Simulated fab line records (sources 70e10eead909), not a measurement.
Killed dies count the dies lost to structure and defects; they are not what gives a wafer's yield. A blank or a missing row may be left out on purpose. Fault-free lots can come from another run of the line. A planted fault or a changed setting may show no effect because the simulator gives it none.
fab line records :: flow nandHarc
record
  lots=7
  wafers=19
  lastDay=31
route steps=1302 shown A_DECK1_JOINT@544 A_ONON_D2@545 END@1302
lots untouched by any fault: they come from a run of this same line in which no faults occurred
startH: the number of hours between the record's first day and the start of the first shown wafer of the lot :: waitH: how many hours have passed since the lot's step before this one :: " same as the row above :: L1.1+2: a single row standing in for several wafers :: - no value present, or no start provided :: * or withheld: withheld :: < > ~ a bound
route shown NAME@n: names a module that has steps shown in the file, with the first one's number in the route :: usual: the fault-free wafers' mean and standard deviation :: same: alike in all rows :: chamber/n: place in a boat :: sites: readings site by site :: _std_site: standard deviation across them :: _edge_site: mean of outer sites minus mean of inner sites :: radiusMm: for every site, how far away it sits from the centre of the wafer :: mask NAME#n: copy n :: behind: the most recent tool/chamber to have shaped the wafer :: hold: reason for holding the lot/hours on hold/outcome of the hold :: device: transistor that didn't switch, given as n, p or np :: end of line: tests of these same wafers at the route's end :: step lacking rows: just its recipe :: killed: not the wafer's yield, but the dies lost to structure and defects at the first sort :: map: shows each die of a wafer: x if killed, . if not, _ if none is there
set.NAME: the setting that was run; set.NAME@STEP: the one run at that earlier step :: model.NAME: the simulator's own value behind a step, which no gauge read
lots at some steps of the route; a table a step, a row a wafer
services: a tool's chamber out of use, with start hour (startH, from the record's first day; less than 0 if before it), hours out, and reason
## steps
# step NHARC_A_DECK1_JOINT_INSPECT_05
# usual
  rawDefectCount=331/120
lot.wafer: L560.1
tool: defectInspect-02
chamber: -
startH: 280.39
waitH: 0.0
rawDefectCount: 229

lot.wafer: L560.2
tool: defectInspect-02
chamber: -
startH: 280.39
waitH: 0.0
rawDefectCount: 294

lot.wafer: L560.6
tool: defectInspect-02
chamber: -
startH: 280.39
waitH: 0.0
rawDefectCount: 154

lot.wafer: L565.5
tool: defectInspect-02
chamber: -
startH: 331.38
waitH: 0.0
rawDefectCount: 168

lot.wafer: L565.6
tool: defectInspect-02
chamber: -
startH: 331.38
waitH: 0.0
rawDefectCount: 177

lot.wafer: L566.3
tool: defectInspect-01
chamber: -
startH: 337.46
waitH: 0.0
rawDefectCount: 340

lot.wafer: L566.6
tool: defectInspect-01
chamber: -
startH: 337.46
waitH: 0.0
rawDefectCount: 184

lot.wafer: L567.1
tool: defectInspect-02
chamber: -
startH: 343.87
waitH: 0.0
rawDefectCount: 324

lot.wafer: L567.4
tool: defectInspect-02
chamber: -
startH: 343.87
waitH: 0.0
rawDefectCount: 258

lot.wafer: L567.5
tool: defectInspect-02
chamber: -
startH: 343.87
waitH: 0.0
rawDefectCount: 249

lot.wafer: L574.1
tool: defectInspect-01
chamber: -
startH: 418.45
waitH: 0.0
rawDefectCount: 236

lot.wafer: L574.4
tool: defectInspect-01
chamber: -
startH: 418.45
waitH: 0.0
rawDefectCount: 350

lot.wafer: L574.5
tool: defectInspect-01
chamber: -
startH: 418.45
waitH: 0.0
rawDefectCount: 362

lot.wafer: L576.2
tool: defectInspect-01
chamber: -
startH: 446.13
waitH: 0.0
rawDefectCount: 737

lot.wafer: L576.4
tool: defectInspect-01
chamber: -
startH: 446.13
waitH: 0.0
rawDefectCount: 358

lot.wafer: L576.6
tool: defectInspect-01
chamber: -
startH: 446.13
waitH: 0.0
rawDefectCount: 601

lot.wafer: L578.1
tool: defectInspect-01
chamber: -
startH: 459.53
waitH: 0.0
rawDefectCount: 345

lot.wafer: L578.3
tool: defectInspect-01
chamber: -
startH: 459.53
waitH: 0.0
rawDefectCount: 495

lot.wafer: L578.4
tool: defectInspect-01
chamber: -
startH: 459.53
waitH: 0.0
rawDefectCount: 435
# step NHARC_A_ONON_D2_DEP_00
# recipe
  targetThkA=10000
  n2FlowSccm=2750
  n2oFlowSccm=2000
  nh3FlowSccm=500
  sih4FlowSccm=210
  tempC=400
# step NHARC_A_ONON_D2_THK_MEAS_02
# recipe
  thkMeasGauge=ellipsometry
# usual
  thkNm=1001/11
lot.wafer: L560.1
tool: filmMetro-01
chamber: -
startH: 280.99
waitH: -
thkNm: 1003

lot.wafer: L560.2
tool: filmMetro-01
chamber: -
startH: 280.99
waitH: -
thkNm: 1005

lot.wafer: L560.6
tool: filmMetro-01
chamber: -
startH: 280.99
waitH: -
thkNm: 1004

lot.wafer: L565.5
tool: filmMetro-01
chamber: -
startH: 331.96
waitH: -
thkNm: 1003

lot.wafer: L565.6
tool: filmMetro-01
chamber: -
startH: 331.96
waitH: -
thkNm: 1005

lot.wafer: L566.3
tool: filmMetro-02
chamber: -
startH: 338.03
waitH: -
thkNm: 1013

lot.wafer: L566.6
tool: filmMetro-02
chamber: -
startH: 338.03
waitH: -
thkNm: 1014

lot.wafer: L567.1
tool: filmMetro-02
chamber: -
startH: 344.44
waitH: -
thkNm: 998

lot.wafer: L567.4
tool: filmMetro-02
chamber: -
startH: 344.44
waitH: -
thkNm: 998

lot.wafer: L567.5
tool: filmMetro-02
chamber: -
startH: 344.44
waitH: -
thkNm: 997

lot.wafer: L574.1
tool: filmMetro-02
chamber: -
startH: 419.03
waitH: -
thkNm: 996

lot.wafer: L574.4
tool: filmMetro-02
chamber: -
startH: 419.03
waitH: -
thkNm: 995

lot.wafer: L574.5
tool: filmMetro-02
chamber: -
startH: 419.03
waitH: -
thkNm: 996

lot.wafer: L576.2
tool: filmMetro-01
chamber: -
startH: 446.71
waitH: -
thkNm: 1009

lot.wafer: L576.4
tool: filmMetro-01
chamber: -
startH: 446.71
waitH: -
thkNm: 1011

lot.wafer: L576.6
tool: filmMetro-01
chamber: -
startH: 446.71
waitH: -
thkNm: 1010

lot.wafer: L578.1
tool: filmMetro-02
chamber: -
startH: 460.11
waitH: -
thkNm: 1009

lot.wafer: L578.3
tool: filmMetro-02
chamber: -
startH: 460.11
waitH: -
thkNm: 1006

lot.wafer: L578.4
tool: filmMetro-02
chamber: -
startH: 460.11
waitH: -
thkNm: 1008
# step NHARC_A_ONON_D2_DEP_03
# recipe
  targetThkA=10000
  n2FlowSccm=2750
  n2oFlowSccm=2000
  nh3FlowSccm=500
  sih4FlowSccm=210
  tempC=400
# step NHARC_A_ONON_D2_THK_MEAS_05
# recipe
  thkMeasGauge=ellipsometry
# usual
  thkNm=1002/9.9
lot.wafer: L560.1
tool: filmMetro-02
chamber: -
startH: 281.55
waitH: -
thkNm: 1006

lot.wafer: L560.2
tool: filmMetro-02
chamber: -
startH: 281.55
waitH: -
thkNm: 1006

lot.wafer: L560.6
tool: filmMetro-02
chamber: -
startH: 281.55
waitH: -
thkNm: 1007

lot.wafer: L565.5
tool: filmMetro-02
chamber: -
startH: 332.52
waitH: -
thkNm: 999

lot.wafer: L565.6
tool: filmMetro-02
chamber: -
startH: 332.52
waitH: -
thkNm: 998

lot.wafer: L566.3
tool: filmMetro-01
chamber: -
startH: 338.61
waitH: -
thkNm: 1001

lot.wafer: L566.6
tool: filmMetro-01
chamber: -
startH: 338.61
waitH: -
thkNm: 1003

lot.wafer: L567.1
tool: filmMetro-02
chamber: -
startH: 345.01
waitH: -
thkNm: 1011

lot.wafer: L567.4
tool: filmMetro-02
chamber: -
startH: 345.01
waitH: -
thkNm: 1012

lot.wafer: L567.5
tool: filmMetro-02
chamber: -
startH: 345.01
waitH: -
thkNm: 1012

lot.wafer: L574.1
tool: filmMetro-02
chamber: -
startH: 419.59
waitH: -
thkNm: 994

lot.wafer: L574.4
tool: filmMetro-02
chamber: -
startH: 419.59
waitH: -
thkNm: 995

lot.wafer: L574.5
tool: filmMetro-02
chamber: -
startH: 419.59
waitH: -
thkNm: 995

lot.wafer: L576.2
tool: filmMetro-02
chamber: -
startH: 447.27
waitH: -
thkNm: 993

lot.wafer: L576.4
tool: filmMetro-02
chamber: -
startH: 447.27
waitH: -
thkNm: 992

lot.wafer: L576.6
tool: filmMetro-02
chamber: -
startH: 447.27
waitH: -
thkNm: 993

lot.wafer: L578.1
tool: filmMetro-02
chamber: -
startH: 460.67
waitH: -
thkNm: 1004

lot.wafer: L578.3
tool: filmMetro-02
chamber: -
startH: 460.67
waitH: -
thkNm: 1004

lot.wafer: L578.4
tool: filmMetro-02
chamber: -
startH: 460.67
waitH: -
thkNm: 1004
# step NHARC_A_ONON_D2_DEP_06
# recipe
  targetThkA=10000
  n2FlowSccm=2750
  n2oFlowSccm=2000
  nh3FlowSccm=500
  sih4FlowSccm=210
  tempC=400
# step NHARC_A_ONON_D2_THK_MEAS_08
# recipe
  thkMeasGauge=ellipsometry
# usual
  thkNm=1002/8.5
lot.wafer: L560.1
tool: filmMetro-02
chamber: -
startH: 282.12
waitH: -
thkNm: 1009

lot.wafer: L560.2
tool: filmMetro-02
chamber: -
startH: 282.12
waitH: -
thkNm: 1007

lot.wafer: L560.6
tool: filmMetro-02
chamber: -
startH: 282.12
waitH: -
thkNm: 1008

lot.wafer: L565.5
tool: filmMetro-01
chamber: -
startH: 333.08
waitH: -
thkNm: 996

lot.wafer: L565.6
tool: filmMetro-01
chamber: -
startH: 333.08
waitH: -
thkNm: 997

lot.wafer: L566.3
tool: filmMetro-01
chamber: -
startH: 339.20
waitH: -
thkNm: 991

lot.wafer: L566.6
tool: filmMetro-01
chamber: -
startH: 339.20
waitH: -
thkNm: 995

lot.wafer: L567.1
tool: filmMetro-02
chamber: -
startH: 345.57
waitH: -
thkNm: 1011

lot.wafer: L567.4
tool: filmMetro-02
chamber: -
startH: 345.57
waitH: -
thkNm: 1012

lot.wafer: L567.5
tool: filmMetro-02
chamber: -
startH: 345.57
waitH: -
thkNm: 1012

lot.wafer: L574.1
tool: filmMetro-01
chamber: -
startH: 420.16
waitH: -
thkNm: 1017

lot.wafer: L574.4
tool: filmMetro-01
chamber: -
startH: 420.16
waitH: -
thkNm: 1013

lot.wafer: L574.5
tool: filmMetro-01
chamber: -
startH: 420.16
waitH: -
thkNm: 1016

lot.wafer: L576.2
tool: filmMetro-02
chamber: -
startH: 447.84
waitH: -
thkNm: 996

lot.wafer: L576.4
tool: filmMetro-02
chamber: -
startH: 447.84
waitH: -
thkNm: 995

lot.wafer: L576.6
tool: filmMetro-02
chamber: -
startH: 447.84
waitH: -
thkNm: 994

lot.wafer: L578.1
tool: filmMetro-01
chamber: -
startH: 461.24
waitH: -
thkNm: 1007

lot.wafer: L578.3
tool: filmMetro-01
chamber: -
startH: 461.24
waitH: -
thkNm: 1006

lot.wafer: L578.4
tool: filmMetro-01
chamber: -
startH: 461.24
waitH: -
thkNm: 1008
# step NHARC_A_ONON_D2_DEP_09
# recipe
  targetThkA=10000
  n2FlowSccm=2750
  n2oFlowSccm=2000
  nh3FlowSccm=500
  sih4FlowSccm=210
  tempC=400
# step NHARC_A_ONON_D2_THK_MEAS_11
# recipe
  thkMeasGauge=ellipsometry
# usual
  thkNm=1002/11
lot.wafer: L560.1
tool: filmMetro-01
chamber: -
startH: 282.68
waitH: -
thkNm: 999

lot.wafer: L560.2
tool: filmMetro-01
chamber: -
startH: 282.68
waitH: -
thkNm: 998

lot.wafer: L560.6
tool: filmMetro-01
chamber: -
startH: 282.68
waitH: -
thkNm: 997

lot.wafer: L565.5
tool: filmMetro-01
chamber: -
startH: 333.65
waitH: -
thkNm: 1007

lot.wafer: L565.6
tool: filmMetro-01
chamber: -
startH: 333.65
waitH: -
thkNm: 1007

lot.wafer: L566.3
tool: filmMetro-01
chamber: -
startH: 339.77
waitH: -
thkNm: 987

lot.wafer: L566.6
tool: filmMetro-01
chamber: -
startH: 339.77
waitH: -
thkNm: 987

lot.wafer: L567.1
tool: filmMetro-01
chamber: -
startH: 346.13
waitH: -
thkNm: 1005

lot.wafer: L567.4
tool: filmMetro-01
chamber: -
startH: 346.13
waitH: -
thkNm: 1004

lot.wafer: L567.5
tool: filmMetro-01
chamber: -
startH: 346.13
waitH: -
thkNm: 1004

lot.wafer: L574.1
tool: filmMetro-02
chamber: -
startH: 420.84
waitH: -
thkNm: 995

lot.wafer: L574.4
tool: filmMetro-02
chamber: -
startH: 420.84
waitH: -
thkNm: 997

lot.wafer: L574.5
tool: filmMetro-02
chamber: -
startH: 420.84
waitH: -
thkNm: 995

lot.wafer: L576.2
tool: filmMetro-01
chamber: -
startH: 448.40
waitH: -
thkNm: 990

lot.wafer: L576.4
tool: filmMetro-01
chamber: -
startH: 448.40
waitH: -
thkNm: 988

lot.wafer: L576.6
tool: filmMetro-01
chamber: -
startH: 448.40
waitH: -
thkNm: 987

lot.wafer: L578.1
tool: filmMetro-01
chamber: -
startH: 461.81
waitH: -
thkNm: 1010

lot.wafer: L578.3
tool: filmMetro-01
chamber: -
startH: 461.81
waitH: -
thkNm: 1007

lot.wafer: L578.4
tool: filmMetro-01
chamber: -
startH: 461.81
waitH: -
thkNm: 1007
# step NHARC_A_ONON_D2_DEP_12
# recipe
  targetThkA=10000
  n2FlowSccm=2750
  n2oFlowSccm=2000
  nh3FlowSccm=500
  sih4FlowSccm=210
  tempC=400
# step NHARC_A_ONON_D2_THK_MEAS_14
# recipe
  thkMeasGauge=ellipsometry
# usual
  thkNm=1001/10
lot.wafer: L560.1
tool: filmMetro-01
chamber: -
startH: 283.25
waitH: -
thkNm: 1014

lot.wafer: L560.2
tool: filmMetro-01
chamber: -
startH: 283.25
waitH: -
thkNm: 1012

lot.wafer: L560.6
tool: filmMetro-01
chamber: -
startH: 283.25
waitH: -
thkNm: 1013

lot.wafer: L565.5
tool: filmMetro-02
chamber: -
startH: 334.21
waitH: -
thkNm: 1006

lot.wafer: L565.6
tool: filmMetro-02
chamber: -
startH: 334.21
waitH: -
thkNm: 1007

lot.wafer: L566.3
tool: filmMetro-01
chamber: -
startH: 340.34
waitH: -
thkNm: 986

lot.wafer: L566.6
tool: filmMetro-01
chamber: -
startH: 340.34
waitH: -
thkNm: 987

lot.wafer: L567.1
tool: filmMetro-02
chamber: -
startH: 346.70
waitH: -
thkNm: 995

lot.wafer: L567.4
tool: filmMetro-02
chamber: -
startH: 346.70
waitH: -
thkNm: 995

lot.wafer: L567.5
tool: filmMetro-02
chamber: -
startH: 346.70
waitH: -
thkNm: 994

lot.wafer: L574.1
tool: filmMetro-02
chamber: -
startH: 421.42
waitH: -
thkNm: 985

lot.wafer: L574.4
tool: filmMetro-02
chamber: -
startH: 421.42
waitH: -
thkNm: 985

lot.wafer: L574.5
tool: filmMetro-02
chamber: -
startH: 421.42
waitH: -
thkNm: 985

lot.wafer: L576.2
tool: filmMetro-01
chamber: -
startH: 448.97
waitH: -
thkNm: 1017

lot.wafer: L576.4
tool: filmMetro-01
chamber: -
startH: 448.97
waitH: -
thkNm: 1020

lot.wafer: L576.6
tool: filmMetro-01
chamber: -
startH: 448.97
waitH: -
thkNm: 1020

lot.wafer: L578.1
tool: filmMetro-01
chamber: -
startH: 462.38
waitH: -
thkNm: 1007

lot.wafer: L578.3
tool: filmMetro-01
chamber: -
startH: 462.38
waitH: -
thkNm: 1009

lot.wafer: L578.4
tool: filmMetro-01
chamber: -
startH: 462.38
waitH: -
thkNm: 1007
# step NHARC_A_ONON_D2_ANNEAL_15
# recipe
  tempC=750
  timeS=3600
# step NHARC_A_ONON_D2_DEP_16
# recipe
  targetThkA=10000
  n2FlowSccm=2750
  n2oFlowSccm=2000
  nh3FlowSccm=500
  sih4FlowSccm=210
  tempC=400
lot.wafer: L560.1+2+6
tool: pecvdOnon-03
chamber: 0
startH: 290.49
waitH: 0.4

lot.wafer: L565.5+6
tool: pecvdOnon-03
chamber: 0
startH: 343.96
waitH: 0.6

lot.wafer: L566.3+6
tool: pecvdOnon-03
chamber: 0
startH: 348.46
waitH: 0.5

lot.wafer: L567.1+4+5
tool: pecvdOnon-03
chamber: 0
startH: 353.90
waitH: 0.4

lot.wafer: L574.1+4+5
tool: pecvdOnon-02
chamber: 0
startH: 428.81
waitH: 0.4

lot.wafer: L576.2+4+6
tool: pecvdOnon-03
chamber: 0
startH: 456.18
waitH: 0.4

lot.wafer: L578.1+3+4
tool: pecvdOnon-02
chamber: 0
startH: 470.58
waitH: 0.4
# step NHARC_A_ONON_D2_THK_MEAS_18
# recipe
  thkMeasGauge=ellipsometry
# usual
  thkNm=1000/12
lot.wafer: L560.1
tool: filmMetro-01
chamber: -
startH: 291.00
waitH: -
thkNm: 1009

lot.wafer: L560.2
tool: filmMetro-01
chamber: -
startH: 291.00
waitH: -
thkNm: 1012

lot.wafer: L560.6
tool: filmMetro-01
chamber: -
startH: 291.00
waitH: -
thkNm: 1013

lot.wafer: L565.5
tool: filmMetro-01
chamber: -
startH: 344.24
waitH: -
thkNm: 704

lot.wafer: L565.6
tool: filmMetro-01
chamber: -
startH: 344.24
waitH: -
thkNm: 702

lot.wafer: L566.3
tool: filmMetro-02
chamber: -
startH: 348.85
waitH: -
thkNm: 1005

lot.wafer: L566.6
tool: filmMetro-02
chamber: -
startH: 348.85
waitH: -
thkNm: 702

lot.wafer: L567.1
tool: filmMetro-01
chamber: -
startH: 354.41
waitH: -
thkNm: 1005

lot.wafer: L567.4
tool: filmMetro-01
chamber: -
startH: 354.41
waitH: -
thkNm: 1007

lot.wafer: L567.5
tool: filmMetro-01
chamber: -
startH: 354.41
waitH: -
thkNm: 703

lot.wafer: L574.1
tool: filmMetro-02
chamber: -
startH: 429.32
waitH: -
thkNm: 993

lot.wafer: L574.4
tool: filmMetro-02
chamber: -
startH: 429.32
waitH: -
thkNm: 992

lot.wafer: L574.5
tool: filmMetro-02
chamber: -
startH: 429.32
waitH: -
thkNm: 991

lot.wafer: L576.2
tool: filmMetro-01
chamber: -
startH: 456.63
waitH: -
thkNm: 1000

lot.wafer: L576.4
tool: filmMetro-01
chamber: -
startH: 456.63
waitH: -
thkNm: 997

lot.wafer: L576.6
tool: filmMetro-01
chamber: -
startH: 456.63
waitH: -
thkNm: 998

lot.wafer: L578.1
tool: filmMetro-01
chamber: -
startH: 471.09
waitH: -
thkNm: 998

lot.wafer: L578.3
tool: filmMetro-01
chamber: -
startH: 471.09
waitH: -
thkNm: 997

lot.wafer: L578.4
tool: filmMetro-01
chamber: -
startH: 471.09
waitH: -
thkNm: 999
# step NHARC_A_ONON_D2_DEP_19
# recipe
  targetThkA=10000
  n2FlowSccm=2750
  n2oFlowSccm=2000
  nh3FlowSccm=500
  sih4FlowSccm=210
  tempC=400
# step NHARC_END_SORT_01
# recipe
  tempC=25
# usual
  killedAtArray=58/22
  killedAtOther=1.0/1.3
  killedAtPeriphery=5/3.4
  killedDies=64/22
  killedOpen=3.6/1.8
  killedShort=2.4/1.7
# same
  grossDies=677
lot.wafer: L566.6
tool: prober-02
chamber: 0
startH: 626.24
waitH: 4.0
killedAtArray: 666
killedAtOther: 3
killedAtPeriphery: 8
killedDies: 677
killedOpen: 9
killedShort: 0

lot.wafer: L565.5
tool: prober-01
chamber: 0
startH: 634.08
waitH: 3.7
killedAtArray: 671
killedAtOther: 3
killedAtPeriphery: 3
killedDies: 677
killedOpen: 4
killedShort: 0

lot.wafer: L565.6
tool: prober-01
chamber: 0
startH: 634.88
waitH: 4.0
killedAtArray: 671
killedAtOther: 4
killedAtPeriphery: 2
killedDies: 677
killedOpen: 2
killedShort: 3

lot.wafer: L567.1
tool: prober-02
chamber: 0
startH: 635.11
waitH: 2.4
killedAtArray: 82
killedAtOther: 1
killedAtPeriphery: 4
killedDies: 87
killedOpen: 6
killedShort: 4

lot.wafer: L567.4
tool: prober-02
chamber: 0
startH: 637.53
waitH: 3.4
killedAtArray: 81
killedAtOther: 2
killedAtPeriphery: 2
killedDies: 85
killedOpen: 2
killedShort: 3

lot.wafer: L567.5
tool: prober-02
chamber: 0
startH: 638.33
waitH: 3.7
killedAtArray: 673
killedAtOther: 1
killedAtPeriphery: 3
killedDies: 677
killedOpen: 4
killedShort: 2

lot.wafer: L574.1
tool: prober-01
chamber: 0
startH: 702.63
waitH: 2.5
killedAtArray: 42
killedAtOther: 0
killedAtPeriphery: 4
killedDies: 46
killedOpen: 3
killedShort: 5

lot.wafer: L574.4
tool: prober-01
chamber: 0
startH: 705.06
waitH: 3.4
killedAtArray: 48
killedAtOther: 1
killedAtPeriphery: 3
killedDies: 52
killedOpen: 3
killedShort: 2

lot.wafer: L574.5
tool: prober-01
chamber: 0
startH: 705.87
waitH: 3.7
killedAtArray: 39
killedAtOther: 0
killedAtPeriphery: 1
killedDies: 40
killedOpen: 6
killedShort: 3

lot.wafer: L576.2
tool: prober-01
chamber: 0
startH: 719.11
waitH: 2.8
killedAtArray: 74
killedAtOther: 1
killedAtPeriphery: 4
killedDies: 79
killedOpen: 2
killedShort: 1

lot.wafer: L576.4
tool: prober-01
chamber: 0
startH: 720.73
waitH: 3.4
killedAtArray: 91
killedAtOther: 1
killedAtPeriphery: 5
killedDies: 97
killedOpen: 3
killedShort: 2

lot.wafer: L576.6
tool: prober-01
chamber: 0
startH: 722.35
waitH: 4.0
killedAtArray: 77
killedAtOther: 2
killedAtPeriphery: 1
killedDies: 80
killedOpen: 3
killedShort: 2
# killed by level:class
L566.6 A_ONON_D2:areaDep=622 A_CHANNEL_HOLE_D2:chamberFilmFlake=32 A_ONON_D2:geometricParticle:open=3 A_CHANNEL_HOLE_D1:chamberFilmFlake=3 P_M0:geometricParticle:open=2 P_GATE:chamberFilmFlake=2 A_SLIT:chamberFilmFlake=2 A_CONTACT:chamberFilmFlake=2
L565.5 A_ONON_D2:areaDep=641 A_CHANNEL_HOLE_D2:chamberFilmFlake=13 A_STAIRCASE:chamberFilmFlake=6 A_CONTACT:chamberFilmFlake=4 THIN_TSV:chamberFilmFlake=3 A_CHANNEL_HOLE_D1:chamberFilmFlake=2 P_CONTACT:geometricParticle:open=1 P_M0:geometricParticle:open=1
L565.6 A_ONON_D2:areaDep=639 A_CHANNEL_HOLE_D2:chamberFilmFlake=10 A_CONTACT:chamberFilmFlake=8 THIN_TSV:chamberFilmFlake=4 A_CHANNEL_HOLE_D1:chamberFilmFlake=3 A_STAIRCASE:chamberFilmFlake=3 A_SLIT:chamberFilmFlake=2 A_ONON_D1:geometricParticle:short=1
L567.1 A_CHANNEL_HOLE_D2:chamberFilmFlake=35 A_CHANNEL_HOLE_D1:chamberFilmFlake=31 A_CONTACT:chamberFilmFlake=4 P_M0:geometricParticle:open=2 A_BLC:geometricParticle:short=2 A_CHANNEL_FILL_D1:chamberFilmFlake=2 A_SLIT:chamberFilmFlake=2 P_M1:geometricParticle:open=1
L567.4 A_CHANNEL_HOLE_D1:chamberFilmFlake=36 A_CHANNEL_HOLE_D2:chamberFilmFlake=33 A_CONTACT:chamberFilmFlake=3 A_CHANNEL_FILL_D2:geometricParticle:short=2 A_WL_FILL:chamberFilmFlake=2 THIN_TSV:chamberFilmFlake=2 P_M0:geometricParticle:open=1 A_CHANNEL_HOLE_D1:geometricParticle:short=1
L567.5 A_ONON_D2:areaDep=600 A_CHANNEL_HOLE_D1:chamberFilmFlake=36 A_CHANNEL_HOLE_D2:chamberFilmFlake=28 P_ZERO_WELL:chamberFilmFlake=2 A_ONON_D1:geometricParticle:open=1 A_CHANNEL_HOLE_D1:geometricParticle:short=1 A_DECK1_JOINT:geometricParticle:open=1 A_BLC:geometricParticle:open=1
L574.1 A_CHANNEL_HOLE_D2:chamberFilmFlake=11 A_CHANNEL_HOLE_D1:chamberFilmFlake=10 A_SLIT:chamberFilmFlake=6 P_M2:chamberFilmFlake=3 A_STAIRCASE:chamberFilmFlake=3 A_CONTACT:chamberFilmFlake=3 A_ONON_D1:geometricParticle:short=2 A_CHANNEL_FILL_D1:geometricParticle:short=2
L574.4 A_CHANNEL_HOLE_D2:chamberFilmFlake=26 A_CHANNEL_HOLE_D1:chamberFilmFlake=7 A_SLIT:chamberFilmFlake=4 P_M2:chamberFilmFlake=3 A_STAIRCASE:chamberFilmFlake=3 A_CHANNEL_FILL_D2:chamberFilmFlake=2 A_ONON_D1:geometricParticle:open=1 A_CHANNEL_FILL_D1:geometricParticle:open=1
L574.5 A_CHANNEL_HOLE_D2:chamberFilmFlake=19 A_CHANNEL_HOLE_D1:chamberFilmFlake=5 A_WL_FILL:geometricParticle:short=2 A_CHANNEL_FILL_D2:chamberFilmFlake=2 A_STAIRCASE:chamberFilmFlake=2 A_SLIT:chamberFilmFlake=2 P_CONTACT:geometricParticle:open=1 A_ONON_D1:geometricParticle:open=1
L576.2 A_SLIT:chamberFilmFlake=32 A_CHANNEL_HOLE_D1:chamberFilmFlake=28 A_CONTACT:chamberFilmFlake=4 P_BONDPAD:chamberFilmFlake=3 A_STAIRCASE:chamberFilmFlake=3 A_ONON_D1:geometricParticle:open=2 A_CHANNEL_HOLE_D2:chamberFilmFlake=2 A_SGD_CUT:geometricParticle:short=1
L576.4 A_CHANNEL_HOLE_D1:chamberFilmFlake=41 A_SLIT:chamberFilmFlake=37 A_BONDPAD:chamberFilmFlake=5 A_DECK1_JOINT:geometricParticle:open=2 P_GATE:chamberFilmFlake=2 P_BONDPAD:chamberFilmFlake=2 A_CONTACT:chamberFilmFlake=2 P_STI:geometricParticle:short=1
L576.6 A_CHANNEL_HOLE_D1:chamberFilmFlake=34 A_SLIT:chamberFilmFlake=31 A_ONON_D2:geometricParticle:short=2 THIN_TSV:chamberFilmFlake=2 A_CHANNEL_FILL_D2:chamberFilmFlake=2 A_CONTACT:chamberFilmFlake=2 P_M0:geometricParticle:open=1 A_SGD_CUT:geometricParticle:open=1
# map L565.5 (x killed, . not)
____________x____________
_________xxxxxxx_________
_______xxxxxxxxxxx_______
______xxxxxxxxxxxxx______
_____xxxxxxxxxxxxxxx_____
____xxxxxxxxxxxxxxxxx____
____xxxxxxxxxxxxxxxxx____
___xxxxxxxxxxxxxxxxxxx___
___xxxxxxxxxxxxxxxxxxx___
__xxxxxxxxxxxxxxxxxxxxx__
__xxxxxxxxxxxxxxxxxxxxx__
_xxxxxxxxxxxxxxxxxxxxxxx_
_xxxxxxxxxxxxxxxxxxxxxxx_
_xxxxxxxxxxxxxxxxxxxxxxx_
_xxxxxxxxxxxxxxxxxxxxxxx_
_xxxxxxxxxxxxxxxxxxxxxxx_
xxxxxxxxxxxxxxxxxxxxxxxxx
xxxxxxxxxxxxxxxxxxxxxxxxx
xxxxxxxxxxxxxxxxxxxxxxxxx
xxxxxxxxxxxxxxxxxxxxxxxxx
xxxxxxxxxxxxxxxxxxxxxxxxx
_xxxxxxxxxxxxxxxxxxxxxxx_
_xxxxxxxxxxxxxxxxxxxxxxx_
_xxxxxxxxxxxxxxxxxxxxxxx_
_xxxxxxxxxxxxxxxxxxxxxxx_
_xxxxxxxxxxxxxxxxxxxxxxx_
__xxxxxxxxxxxxxxxxxxxxx__
__xxxxxxxxxxxxxxxxxxxxx__
___xxxxxxxxxxxxxxxxxxx___
___xxxxxxxxxxxxxxxxxxx___
____xxxxxxxxxxxxxxxxx____
____xxxxxxxxxxxxxxxxx____
_____xxxxxxxxxxxxxxx_____
______xxxxxxxxxxxxx______
_______xxxxxxxxxxx_______
_________xxxxxxx_________
____________x____________
# map L566.6 (x killed, . not)
____________x____________
_________xxxxxxx_________
_______xxxxxxxxxxx_______
______xxxxxxxxxxxxx______
_____xxxxxxxxxxxxxxx_____
____xxxxxxxxxxxxxxxxx____
____xxxxxxxxxxxxxxxxx____
___xxxxxxxxxxxxxxxxxxx___
___xxxxxxxxxxxxxxxxxxx___
__xxxxxxxxxxxxxxxxxxxxx__
__xxxxxxxxxxxxxxxxxxxxx__
_xxxxxxxxxxxxxxxxxxxxxxx_
_xxxxxxxxxxxxxxxxxxxxxxx_
_xxxxxxxxxxxxxxxxxxxxxxx_
_xxxxxxxxxxxxxxxxxxxxxxx_
_xxxxxxxxxxxxxxxxxxxxxxx_
xxxxxxxxxxxxxxxxxxxxxxxxx
xxxxxxxxxxxxxxxxxxxxxxxxx
xxxxxxxxxxxxxxxxxxxxxxxxx
xxxxxxxxxxxxxxxxxxxxxxxxx
xxxxxxxxxxxxxxxxxxxxxxxxx
_xxxxxxxxxxxxxxxxxxxxxxx_
_xxxxxxxxxxxxxxxxxxxxxxx_
_xxxxxxxxxxxxxxxxxxxxxxx_
_xxxxxxxxxxxxxxxxxxxxxxx_
_xxxxxxxxxxxxxxxxxxxxxxx_
__xxxxxxxxxxxxxxxxxxxxx__
__xxxxxxxxxxxxxxxxxxxxx__
___xxxxxxxxxxxxxxxxxxx___
___xxxxxxxxxxxxxxxxxxx___
____xxxxxxxxxxxxxxxxx____
____xxxxxxxxxxxxxxxxx____
_____xxxxxxxxxxxxxxx_____
______xxxxxxxxxxxxx______
_______xxxxxxxxxxx_______
_________xxxxxxx_________
____________x____________
## services
tool: pecvdOnon-02
chamber: -
startH: 366.00
hours: 13.0
kind: pm

tool: pecvdOnon-03
chamber: -
startH: 408.00
hours: 13.0
kind: pm
## key
firstSign
  step=NHARC_A_ONON_D2_THK_MEAS_18
  reading=thkNm
  direction=down
  sigmas=26
  usual=1000
  struck=703
effect
  step=NHARC_END_SORT_01
  reading=killedDies
  direction=up
  sigmas=28
  usual=64
  struck=677
moreKillsBornAt
  NHARC_A_ONON_D2_DEP_16@pecvdOnon-03=2502
metAt NHARC_A_ONON_D2_DEP_16
struckWafers L565.5,L565.6,L566.6,L567.5
laterRowsLeftOut L565.5,L565.6,L566.6,L567.5
testerLeftOut L565,L566,L567
onsetBetween 290.49 343.96
fault
  kind=processParameterDrift
  tool=pecvdOnon-03
  chamber=-
  onsetH=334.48
  steps=NHARC_A_ONON_D2_DEP_16
  channel=targetThkA
  offset=*
  shape=step
  endH=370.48
  scope=struckWafersOnly
  actsIn=*
  stated=*
# testerLeftOut: of these lots the tester's yield and bins aren't shown, on N5 and GAA mostly nor the transistor test; their killed dies are dies lost to structure and defects alone, not to doping, threshold or leakage, so they don't give the yield
# laterRowsLeftOut: the simulator's readings of these wafers behind a module that went badly wrong aren't trusted and aren't shown, but for the sort
